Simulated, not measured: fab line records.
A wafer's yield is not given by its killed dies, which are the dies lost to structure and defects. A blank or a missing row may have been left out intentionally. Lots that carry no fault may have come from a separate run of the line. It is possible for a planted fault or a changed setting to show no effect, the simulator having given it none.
Matching of chambers	flow n5 finfet	N5_BEOL_M10_PECVD_70 on pecvd-01: 3 sister chambers
The step deposits SiO2 from TEOS/O2, target thk 20 nm, time 22.7 s. 3 wafers are shown with their chamber, then 10 later ones without.

WAFERS WITH THEIR CHAMBER
wafer	chamber	throttle valve pct (%)
L091.3	1	24.5
L093.1	2	21.9
L093.5	0	22.4

WAFERS WITH NO CHAMBER GIVEN
wafer	throttle valve pct (%)
L093.6	22.2
L092.2	24.3
L092.4	24.5
L092.6	22.0
L094.2	22.5
L094.3	24.7
L094.5	22.9
L095.1	22.7
L095.2	22.0
L095.4	22.1

EACH ONE'S CHAMBER
wafer	from the rows above	in truth
L093.6	can't be placed: 0 or 2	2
L092.2	1	1
L092.4	1	1
L092.6	can't be placed: 2 or 0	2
L094.2	0	0
L094.3	1	1
L094.5	0	0
L095.1	0	0
L095.2	can't be placed: 2 or 0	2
L095.4	can't be placed: 2 or 0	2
Placed correctly: 6 of 10. Can't be placed from these rows: 4 (the true chamber is among the candidates in 4). Number placed wrongly: 0.
How it was worked out, from the rows above alone: a wafer's distance from a chamber is the root of the sum, over the readings, of the square of ((its reading less the chamber's mean) divided by the reading's scatter). The wafer belongs to the nearest chamber; if the next one is less than 2 further off, it can't be placed. The mean given for a chamber averages the wafers shown for that chamber. The scatter: with one shown wafer a chamber, the root of the mean of the squares of how far each hidden wafer lies from its nearest shown one.
